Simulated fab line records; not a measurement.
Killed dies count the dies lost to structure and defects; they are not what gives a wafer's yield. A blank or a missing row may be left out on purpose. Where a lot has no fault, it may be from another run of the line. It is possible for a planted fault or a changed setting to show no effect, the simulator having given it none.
Lot-split experiment + flow n5Finfet + 7 lots, 39 wafers read, on a route of 1938 steps

ON THE SPLIT
At N5_HKMG_FIN_HK_ALD_01 (deposits HfO2, target thk 1.6 nm, pulse time 3 s, purge time 3 s), the setting aldCycles was moved away from the recipe's 30 on 15 of the 39 wafers read, by -56.7% to +26.7%. The other wafers ran this setting at the recipe's value.

FROM THE SPLIT TO THE READING: what the file shows between them, 4 steps
- N5_HKMG_FIN_HK_ANNEAL_02: time 30 s
- N5_HKMG_FIN_ALD_74: deposits La2O3, target thk 0.5 nm, pulse time 6 s, co reactant pulse time 1 s
- N5_HKMG_FIN_WET_ETCH_82: etches La2O3 in dHCl, stops on HfO2, target depth 2 nm, rinse time 30 s
- N5_HKMG_FIN_ALD_36: deposits TiN, target thk 1 nm, pulse time 1 s, purge time 3 s

THE READING
HK_THK, in nm, at N5_HKMG_FIN_THK_MEAS_70 (measures by xrf). A value of 1.577 nm with a standard deviation of 0.02 nm is what fault-free wafers of this fab line usually give.

| wafer  | tool, chamber at the split | aldCycles as run | against the recipe | HK_THK, nm | against lot-mates on the recipe |
|--------|----------------------------|------------------|--------------------|------------|---------------------------------|
| L074.1 | aldHk-01, 1,3,1            | 30               | recipe             | 1.585      | -                               |
| L074.2 | aldHk-01, 1,3,1            | 30               | recipe             | 1.585      | -                               |
| L074.3 | aldHk-01, 2,0,2            | 24               | -20.0%             | 1.240      | -0.343                          |
| L074.4 | aldHk-01, 2,0,2            | 24               | -20.0%             | 1.252      | -0.331                          |
| L074.5 | aldHk-01, 1,3,1            | 30               | recipe             | 1.580      | -                               |
| L074.6 | aldHk-01, 2,0,2            | 24               | -20.0%             | 1.269      | -0.314                          |
| L078.1 | aldHk-01, 3,1,0            | 30               | recipe             | 1.561      | -                               |
| L078.2 | aldHk-01, 2,0,3            | 38               | +26.7%             | 2.005      | +0.432                          |
| L078.3 | aldHk-01, 3,1,0            | 30               | recipe             | 1.581      | -                               |
| L078.4 | aldHk-01, 2,0,3            | 38               | +26.7%             | 1.998      | +0.425                          |
| L078.5 | aldHk-01, 3,1,0            | 30               | recipe             | 1.578      | -                               |
| L078.6 | aldHk-01, 2,0,3            | 38               | +26.7%             | 1.970      | +0.397                          |
| L082.1 | aldHk-03, 3,1,2,0,1,2      | 30               | recipe             | 1.575      | -                               |
| L082.2 | aldHk-03, 3,1,2,0,1,2      | 30               | recipe             | 1.552      | -                               |
| L082.3 | aldHk-03, 3,1,2,0,1,2      | 30               | recipe             | 1.588      | -                               |
| L082.4 | aldHk-03, 3,1,2,0,1,2      | 30               | recipe             | 1.557      | -                               |
| L082.5 | aldHk-03, 3,1,2,0,1,2      | 30               | recipe             | 1.595      | -                               |
| L082.6 | aldHk-03, 3,1,2,0,1,2      | 30               | recipe             | 1.566      | -                               |
| L086.1 | aldHk-03, 2,3,0            | 21               | -30.0%             | 1.096      | -0.469                          |
| L086.2 | aldHk-03, 0,1,1            | 30               | recipe             | 1.573      | -                               |
| L086.3 | aldHk-03, 2,3,0            | 21               | -30.0%             | 1.103      | -0.462                          |
| L086.4 | aldHk-03, 0,1,1            | 30               | recipe             | 1.564      | -                               |
| L086.5 | aldHk-03, 2,3,0            | 21               | -30.0%             | 1.100      | -0.465                          |
| L086.6 | aldHk-03, 0,1,1            | 30               | recipe             | 1.559      | -                               |
| L089.1 | aldHk-01, 1,2,0            | 30               | recipe             | 1.573      | -                               |
| L089.2 | aldHk-01, 1,2,0            | 30               | recipe             | 1.549      | -                               |
| L089.3 | aldHk-01, 1,2,0            | 30               | recipe             | 1.566      | -                               |
| L089.4 | aldHk-01, 3,0              | 13               | -56.7%             | 0.688      | -0.875                          |
| L089.5 | aldHk-01, 3,0              | 13               | -56.7%             | 0.671      | -0.892                          |
| L089.6 | aldHk-01, 1                | 13               | -56.7%             | 0.695      | -0.868                          |
| L092.2 | aldHk-01, 0,2,0            | 30               | recipe             | 1.606      | -                               |
| L092.3 | aldHk-01, 0,2,0            | 30               | recipe             | 1.586      | -                               |
| L092.5 | aldHk-01, 0,2,0            | 30               | recipe             | 1.583      | -                               |
| L095.1 | aldHk-03, 2,3,0            | 15               | -50.0%             | 0.764      | -0.834                          |
| L095.2 | aldHk-03, 2,3,0            | 15               | -50.0%             | 0.779      | -0.819                          |
| L095.3 | aldHk-03, 2,3,0            | 15               | -50.0%             | 0.783      | -0.815                          |
| L095.4 | aldHk-03, 1,0,1            | 30               | recipe             | 1.631      | -                               |
| L095.5 | aldHk-03, 1,0,1            | 30               | recipe             | 1.616      | -                               |
| L095.6 | aldHk-03, 1,0,1            | 30               | recipe             | 1.546      | -                               |
If several chambers appear in one row, that row covers several wafers at once and the file leaves open which wafer was in which chamber.

FIT RESULTS
A straight line over all 39 wafers: HK_THK changes by +0.0158 nm for each +1% of aldCycles; r = +1.00; the points scatter about the line by 0.018 nm.
The same after taking each lot's own level away (the mean of its wafers on the recipe; 39 wafers): +0.0158 nm for each +1%; r = +1.00; scatter 0.019 nm.
According to that fit, moving aldCycles by its largest amount changes the reading by 0.9 nm.
From 1.5627 to 1.5977 nm: that is the span of the lots' own levels, equal to 1.8 times the standard deviation above.
The two slopes are in agreement: the lot-to-lot level therefore moves the slope only a little.
Check: with one of the wafers moved furthest among these (-56.7%) left out of the fit, the line predicts -0.904 nm for it against its lot-mates. It came out at -0.875 nm against them.

ADDITIONAL SPLITS CARRIED BY THESE WAFERS
Before the reading, these wafers also passed through other splits. Each is held against what the fit with the lots' levels taken away leaves over:
| other split on the same wafers        | wafers away from the commonest value | r with HK_THK (lot level and that fit taken away) |
|---------------------------------------|--------------------------------------|---------------------------------------------------|
| N5_ZERO_LAYER_DEVELOP_10 developTimeS | 12                                   | +0.12                                             |
| N5_FIN_SAQP_ETCH_65 timeS             | 15                                   | -0.02                                             |

THE WHOLE CHAIN: every reading that the file lists as answering this split, in the file's order
| step                    | what it does                                                     | reading                                                                           | change (the file's fit)               | r (the file's) |
|-------------------------|------------------------------------------------------------------|-----------------------------------------------------------------------------------|---------------------------------------|----------------|
| N5_HKMG_FIN_HK_ALD_01   | deposits HfO2, target thk 1.6 nm, pulse time 3 s, purge time 3 s | HfO2_of_HKMG_FIN_HK_ALD_01.thkNm (the simulator's own value, which no gauge read) | +0.016 nm for each +1% of the setting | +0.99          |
| N5_HKMG_FIN_THK_MEAS_70 | measures by xrf                                                  | HK_THK                                                                            | +0.0159 for each +1% of the setting   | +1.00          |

THE FILE'S OWN FIT
HK_THK changes by +0.0159 nm for each +1% of aldCycles, r = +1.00.
